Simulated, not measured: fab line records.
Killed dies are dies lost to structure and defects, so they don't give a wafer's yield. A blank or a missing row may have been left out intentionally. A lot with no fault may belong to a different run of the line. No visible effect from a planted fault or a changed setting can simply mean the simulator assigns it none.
fab line records    flow n5Finfet
record: lots: 8  wafers: 24  lastDay: 16
route steps=1938 shown BEOL_M0_SAQP@665 BEOL_M4@1111
lots that met no fault: taken from a fault-free run of the same line
startH: start of the lot's first displayed wafer, in hours after the record's first day    waitH: hours elapsed since this lot's preceding step    " as in the row above    L1.1+2: several wafers, shown together as one row    - no value, or no start was given    * or withheld: withheld    < > ~ a bound
route shown NAME@n: NAME is a module with steps in the file, n the number in the route of the first one    usual: mean/standard deviation taken from wafers without a fault    same: alike in all rows    chamber/n: place in a boat    sites: each site's reading    _std_site: standard deviation of those values    _edge_site: the outer-site mean with the inner-site mean subtracted    radiusMm: for every site, how far away it sits from the centre of the wafer    mask NAME#n: copy n    behind: the tool/chamber that last shaped the wafer    hold: why the lot went on hold/how many hours it stayed there/how the hold came to an end    device: transistor that didn't switch, given as n, p or np    end of line: tests run on the same wafers once the route is complete    for a step that has no rows: nothing shown but its recipe    killed: dies that structure and defects cost at the first sort, which is not the same as the wafer's yield    map: a wafer's dies, marking killed ones x, the rest . and places with no die _
set.NAME: the run value of the setting; set.NAME@STEP: its run value at that earlier step    model.NAME: the simulator's own value behind a step, which no gauge read
a sample of lots followed through the steps of the route, with each step as a table and each wafer as a row
services: the hour from which a tool's chamber was out of use, counted from the record's first day as startH (under 0 if before that day), plus the number of hours and why
== steps ==
step: N5_BEOL_M0_SAQP_MANDREL1_REMOVE_100
recipe: chemistry: HBr/Cl2/O2  btTimeS: 10  target: a-Si  stopOn: SiNx  endpoint: OES-SiCl  overEtchFrac: 0.85  icpW: 600  biasW: 30  HBr_flow_sccm: 150  Cl2_flow_sccm: 80  O2_flow_sccm: 5  pressureMtorr: 10
usual: biasW: 29.99/0.084  drypumpMotorCurrentA: 5.7/0.51  oesProductAu: 1.005/0.0086  rfFwdPowerW: 597.0/2  throttleValvePct: 36.72/0.25
lot.wafer  tool      chamber  startH  waitH  biasW  drypumpMotorCurrentA  oesProductAu  rfFwdPowerW  rfHoursCounterH  throttleValvePct
L921.3     rieSi-02  0        120.47  0.1    29.82  5.9                   1.029         597.2        127              36.67
L921.4     "         3        "       "      29.94  5.7                   1.012         600.9        17               36.71
L921.6     "         3        "       "      30.09  5.7                   1.001         598.5        -                36.71
L922.4     rieSi-02  3        124.35  0.1    30.06  5.7                   1.006         594.1        17               36.72
L922.5     "         2        "       "      29.88  6.4                   1.004         596.1        -                36.82
L922.6     "         3        "       "      29.98  5.7                   1.014         599.7        -                36.70
L925.1     rieSi-01  1        141.48  0.1    30.02  5.4                   1.001         594.0        104              36.67
L925.4     "         0        "       "      29.95  5.1                   0.996         597.8        141              37.06
L925.6     "         2        "       "      29.90  5.0                   1.016         595.4        -                37.03
L931.1     rieSi-02  0        185.54  0.1    29.91  6.0                   1.019         598.8        128              36.67
L931.3     "         1        "       "      29.94  6.5                   1.008         599.7        94               36.98
L931.5     "         2        "       "      29.95  6.4                   0.999         598.6        -                36.81
L932.2     rieSi-01  1        191.56  0.1    29.85  5.4                   0.993         594.8        105              36.64
L932.4     "         0        "       "      29.94  5.1                   1.007         597.7        142              37.07
L932.5     "         2        "       "      29.94  4.9                   1.012         597.1        -                37.04
L936.1     rieSi-03  3        212.15  0.1    30.07  6.0                   1.006         598.5        97               36.63
L936.2     "         0        "       "      29.81  5.7                   0.998         597.4        1                35.97
L936.4     "         1        "       "      30.00  5.1                   0.995         594.3        182              36.62
L937.2     rieSi-01  3        220.08  0.1    30.08  5.7                   0.994         599.9        129              36.78
L937.4     "         1        "       "      30.08  5.4                   0.993         594.6        105              36.64
L937.5     "         2        "       "      30.02  5.0                   1.006         596.5        -                37.05
L939.1     rieSi-03  0        228.08  0.1    30.02  5.7                   1.006         596.9        1                35.98
L939.2     "         2        "       "      30.08  6.3                   1.008         596.7        76               36.76
L939.3     "         3        "       "      29.97  6.0                   1.000         594.6        97               36.64
step: N5_BEOL_M0_SAQP_MANDREL_ETCH_103
recipe: chemistry: HBr/Cl2  target: a-Si  targetDepthA: 450  btTimeS: 10  stopOn: SiCN  maskMaterial: SiO2  overEtchFrac: 0.8  timeS: 27  pressureMtorr: 10  icpW: 800  biasW: 75  HBr_flow_sccm: 150  Cl2_flow_sccm: 80  ends: endPoint
usual: biasW: 74.98/0.22  drypumpMotorCurrentA: 5.8/0.5  oesProductAu: 0.684/0.008  rfFwdPowerW: 794.6/2.6  throttleValvePct: 35.44/0.26
lot.wafer  tool      chamber  startH  waitH  biasW  drypumpMotorCurrentA  oesProductAu  rfFwdPowerW  rfHoursCounterH  throttleValvePct
L921.3     rieSi-03  2        120.76  0.0    74.93  6.3                   0.683         791.5        74               35.49
L921.4     "         0        "       "      74.81  5.7                   0.686         796.7        193              35.00
L921.6     "         0        "       "      74.69  5.7                   0.691         796.2        -                34.99
L922.4     rieSi-01  0        124.64  0.0    75.26  5.1                   0.668         795.8        140              35.80
L922.5     "         0        "       "      75.10  5.1                   0.679         791.7        -                35.80
L922.6     "         1        "       "      74.92  5.3                   0.675         789.1        -                35.39
L925.1     rieSi-03  0        141.78  0.0    74.65  5.7                   0.668         794.8        193              35.01
L925.4     "         3        "       "      75.23  6.0                   0.684         795.4        96               35.39
L925.6     "         2        "       "      75.17  6.3                   0.681         795.2        -                35.48
L931.1     rieSi-03  1        185.87  0.0    75.18  5.1                   0.686         794.0        182              35.40
L931.3     "         2        "       "      74.97  6.3                   0.678         796.8        75               35.47
L931.5     "         3        "       "      74.99  6.1                   0.694         798.1        -                35.37
L932.2     rieSi-03  3        191.89  0.0    75.01  6.0                   0.683         792.8        97               35.37
L932.4     "         0        "       "      74.99  5.7                   0.694         801.9        0                34.72
L932.5     "         1        "       "      74.88  5.2                   0.674         797.1        -                35.38
L936.1     rieSi-02  3        212.44  0.0    74.97  5.7                   0.681         797.0        18               35.44
L936.2     "         1        "       "      75.17  6.5                   0.683         792.9        94               35.69
L936.4     "         0        "       "      75.38  6.0                   0.702         794.6        129              35.39
L937.2     rieSi-03  3        220.61  0.0    75.02  6.0                   0.679         795.9        97               35.39
L937.4     "         2        "       "      75.30  6.3                   0.676         794.2        76               35.49
L937.5     "         3        "       "      74.88  6.0                   0.686         797.4        -                35.37
L939.1     rieSi-03  2        228.57  0.0    75.06  6.3                   0.671         794.6        76               35.50
L939.2     "         3        "       "      74.75  6.0                   0.684         796.2        98               35.40
L939.3     "         0        "       "      74.97  5.7                   0.680         793.4        1                34.75
step: N5_BEOL_M0_SAQP_SPACER2_ETCHBACK_27
recipe: chemistry: CHF3/O2  mode: anisotropicEtchback  target: SiO2  targetDepthA: 225  timeS: 11.25  pressureMtorr: 30  sourceW: 650  biasW: 170  Ar_flow_sccm: 200  CHF3_flow_sccm: 50  O2_flow_sccm: 5  ionEnergyEv: 200
usual: biasW: 170.0/0.51  drypumpMotorCurrentA: 5.7/0.56  oesProductAu: 0.79/0.085  rfFwdPowerW: 645.7/2.6  rfVppV: 525/4.8  showerheadPlenumPTorr: 2.47/0.073  throttleValvePct: 18.81/0.26
lot.wafer  tool        chamber  startH  waitH  biasW  drypumpMotorCurrentA  oesProductAu  rfFwdPowerW  rfHoursCounterH  rfVppV  showerheadPlenumPTorr  throttleValvePct
L921.3     rieDiel-06  0        123.80  0.3    170.0  5.0                   0.89          642.4        30               521     2.55                   18.66
L921.4     "           3        "       "      169.6  6.2                   0.98          645.7        -                528     2.46                   18.22
L921.6     "           2        "       "      170.1  6.4                   0.73          644.8        -                517     2.31                   19.41
L922.4     rieDiel-06  3        127.37  0.5    170.3  6.2                   0.97          644.7        -                526     2.46                   18.24
L922.5     "           0        "       "      170.7  5.0                   0.89          645.2        -                523     2.55                   18.66
L922.6     "           2        "       "      170.0  6.4                   0.72          646.0        -                515     2.31                   19.42
L925.1     rieDiel-01  3        143.32  0.3    170.3  5.7                   0.87          645.7        50               525     2.34                   18.60
L925.4     "           1        "       "      169.9  5.0                   0.90          645.0        20               520     2.55                   18.70
L925.6     "           0        "       "      169.9  6.7                   0.77          647.7        -                526     2.51                   18.83
L931.1     rieDiel-03  3        190.28  0.3    169.6  5.7                   0.88          646.0        28               524     2.45                   18.73
L931.3     "           0        "       "      170.7  5.3                   0.73          644.0        174              528     2.49                   18.57
L931.5     "           1        "       "      169.9  5.9                   0.74          647.1        -                530     2.50                   19.01
L932.2     rieDiel-03  0        195.52  0.3    169.5  5.3                   0.73          645.7        175              528     2.49                   18.59
L932.4     "           1        "       "      169.9  6.0                   0.74          645.6        -                529     2.50                   19.01
L932.5     "           2        "       "      169.2  6.0                   0.73          645.7        -                530     2.48                   18.89
L936.1     rieDiel-03  1        213.85  0.3    170.0  5.9                   0.74          649.7        196              528     2.49                   19.04
L936.2     "           2        "       "      169.3  6.0                   0.72          647.9        202              529     2.48                   18.91
L936.4     "           0        "       "      170.5  5.3                   0.72          643.3        -                529     2.49                   18.59
L937.2     rieDiel-06  3        222.15  0.3    169.5  6.1                   0.89          640.8        34               527     2.45                   18.27
L937.4     "           0        "       "      169.6  5.0                   0.84          641.5        61               521     2.54                   18.70
L937.5     "           3        "       "      170.0  6.2                   0.89          643.2        -                526     2.45                   18.27
L939.1     rieDiel-01  0        229.99  0.3    169.4  6.7                   0.74          644.8        183              527     2.50                   18.88
L939.2     "           3        "       "      170.2  5.7                   0.83          646.8        78               523     2.33                   18.63
L939.3     "           2        "       "      169.8  5.4                   0.68          647.4        243              529     2.47                   19.06
step: N5_BEOL_M0_SAQP_EXPOSE_37
recipe: maskId: M0_CUT1  na: 0.33  sourceShape: annular  sigmaInner: 0.35  sigmaOuter: 0.8  polarization: unpolarized  targetCdNm: 30  doseMj: 44.75
lot.wafer   tool           chamber  startH  waitH  mask
L921.3+4+6  euvScanner-02  0        124.19  -      M0_CUT1#0
L922.4+5+6  euvScanner-02  0        127.73  -      M0_CUT1#0
L925.1+4+6  euvScanner-02  0        143.82  -      M0_CUT1#0
L931.1+3+5  euvScanner-02  0        190.65  -      M0_CUT1#0
L932.2+4+5  euvScanner-02  0        195.90  -      M0_CUT1#0
L936.1+2+4  euvScanner-01  0        214.24  -      M0_CUT1#0
L937.2+4+5  euvScanner-01  0        222.53  -      M0_CUT1#0
L939.1+2+3  euvScanner-01  0        230.49  -      M0_CUT1#0
step: N5_BEOL_M0_SAQP_OVL_MEAS_41
recipe: pointsPerWafer: 522
usual: M0_CUT1_OVL: -0.2/0.72
lot.wafer  tool        chamber  startH  waitH  M0_CUT1_OVL[nm]
L921.3     overlay-02  0        124.35  0.0    -0.4
L921.4     "           0        "       "      -0.9
L921.6     "           0        "       "      -0.7
L922.4     overlay-01  0        127.89  0.0    -1.1
L922.5     "           0        "       "      -0.7
L922.6     "           0        "       "      -0.9
L925.1     overlay-01  0        143.98  0.0    -0.5
L925.4     "           0        "       "      -0.4
L925.6     "           0        "       "      -0.6
L931.1     overlay-02  0        190.81  0.0    2.5
L931.3     "           0        "       "      2.3
L931.5     "           0        "       "      0.9
L932.2     overlay-02  0        196.06  0.0    3.0
L932.4     "           0        "       "      2.3
L932.5     "           0        "       "      3.3
L936.1     overlay-01  0        214.41  0.0    1.6
L936.2     "           0        "       "      0.3
L936.4     "           0        "       "      0.0
L937.2     overlay-01  0        222.69  0.0    -0.9
L937.4     "           0        "       "      -0.9
L937.5     "           0        "       "      -0.8
L939.1     overlay-02  0        230.65  0.0    -0.4
L939.2     "           0        "       "      -1.0
L939.3     "           0        "       "      0.5
step: N5_BEOL_M4_RC_MEAS_101
usual: DIBL_N: 36.2/1.5  DIBL_P: 36.2/1.7  IOFF_N: 0.155/0.021  IOFF_P: 0.216/0.026  ION_N: 674/11  ION_P: 464/6.8  SS_N: 71.5/0.56  SS_P: 73.3/0.6  VT_N: 250.2/2.6  VT_P: -249.3/2.5
lot.wafer  tool       chamber  startH  waitH  DIBL_N[mV/V]  DIBL_P[mV/V]  IOFF_N[nA/um]  IOFF_P[nA/um]  ION_N[uA/um]  ION_P[uA/um]  SS_N[mV/dec]  SS_P[mV/dec]  VT_N[mV]  VT_P[mV]
L922.4     prober-02  0        178.52  0.5    35.8          34.8          0.133          0.179          674           456           71.3          73.2          250.0     -252.9
L922.5     "          0        "       "      33.5          32.8          0.108          0.158          656           457           70.9          72.7          252.9     -253.1
L922.6     "          0        "       "      35.1          34.3          0.125          0.183          656           458           70.8          72.8          252.4     -253.5
L921.3     prober-01  0        178.64  0.3    36.1          36.1          0.164          0.235          669           464           71.8          73.6          247.7     -247.4
L921.4     "          0        "       "      33.8          33.9          0.140          0.190          677           470           71.4          72.2          251.1     -251.2
L921.6     "          0        "       "      35.9          36.0          0.167          0.228          660           462           72.2          74.4          247.7     -248.1
L925.1     prober-01  0        200.25  0.3    37.2          38.9          0.174          0.232          686           470           71.9          74.4          248.2     -249.4
L925.4     "          0        "       "      37.3          39.0          0.169          0.236          686           474           71.9          74.0          248.1     -250.4
L925.6     "          0        "       "      36.8          38.0          0.164          0.217          679           458           71.8          73.7          249.1     -251.1
L931.1     prober-02  0        241.05  0.0    36.9          36.2          0.154          0.235          662           463           71.2          72.6          250.8     -246.5
L931.3     "          0        "       "      39.5          39.9          0.221          0.302          689           479           71.5          73.6          242.6     -245.0
L931.5     "          0        "       "      36.4          36.4          0.158          0.239          690           473           72.1          72.4          247.0     -247.0
L932.2     prober-02  0        247.08  0.2    34.9          34.1          0.136          0.184          666           463           71.4          73.4          250.5     -250.3
L932.4     "          0        "       "      37.9          36.4          0.192          0.229          694           468           71.6          73.6          244.8     -249.0
L932.5     "          0        "       "      37.9          37.6          0.188          0.252          679           470           71.8          73.8          246.0     -246.1
L936.1     prober-01  0        271.15  0.0    35.3          35.2          0.145          0.212          668           471           70.9          73.3          250.6     -246.6
L936.2     "          0        "       "      35.6          36.4          0.159          0.239          680           476           71.2          73.7          248.2     -248.1
L936.4     "          0        "       "      37.2          37.6          0.184          0.257          686           473           72.1          73.9          248.1     -246.3
L937.2     prober-02  0        275.40  0.2    35.6          35.1          0.142          0.207          659           455           71.8          73.5          252.9     -249.4
L937.4     "          0        "       "      33.3          32.7          0.114          0.181          660           466           70.9          72.4          251.8     -251.1
L937.5     "          0        "       "      33.7          32.5          0.117          0.172          648           452           70.8          73.6          254.7     -251.4
L939.1     prober-02  0        286.88  0.0    39.7          38.9          0.181          0.247          675           457           72.4          74.0          249.7     -246.9
L939.2     "          0        "       "      38.4          37.6          0.163          0.224          681           466           71.9          72.7          249.6     -248.6
L939.3     "          0        "       "      36.9          35.6          0.139          0.201          684           471           72.0          72.5          251.3     -249.3
== services ==
tool           chamber  startH  hours  kind
euvScanner-01  -        98.66   35.8   repair
rieDiel-03     3        110.81  7.3    repair
rieSi-03       3        130.71  8.9    repair
euvScanner-01  -        134.48  1.0    pm
euvScanner-01  -        136.74  0.6    repair
rieDiel-03     0        139.33  1.5    repair
euvScanner-01  -        141.11  3.3    repair
rieDiel-01     2        145.18  8.5    repair
euvScanner-02  -        147.16  1.0    pm
rieSi-01       1        149.39  2.1    repair
euvScanner-01  -        161.25  2.1    repair
rieDiel-01     3        163.44  4.6    repair
euvScanner-02  -        164.16  4.6    pm
rieSi-01       0        169.03  3.3    repair
euvScanner-01  -        175.94  1.0    pm
rieDiel-06     2        178.70  3.8    repair
rieSi-03       0        182.25  5.8    repair
euvScanner-02  -        189.34  0.5    repair
rieSi-02       1        191.33  12.5   repair
rieDiel-03     3        194.87  4.1    repair
rieDiel-03     3        202.36  63.7   repair
euvScanner-02  -        203.31  1.0    pm
euvScanner-01  -        228.12  1.0    pm
rieDiel-06     1        228.58  18.5   repair
== key ==
firstSign: step: N5_BEOL_M0_SAQP_OVL_MEAS_41  reading: M0_CUT1_OVL  direction: up  sigmas: 3.6  usual: -0.2  struck: 2.3
effect none on later readings
metAt N5_BEOL_M0_SAQP_EXPOSE_37
struckLots L931,L932
notActingAt N5_BEOL_M0_SAQP_MANDREL1_REMOVE_100,N5_BEOL_M0_SAQP_MANDREL_ETCH_103,N5_BEOL_M0_SAQP_SPACER2_ETCHBACK_27
onsetBetween 143.82 190.65
fault: kind: scannerMatchingOverlay  tool: euvScanner-02  chamber: -  onsetH: 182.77  steps: N5_BEOL_M0_SAQP_EXPOSE_37  offset: 3.1733
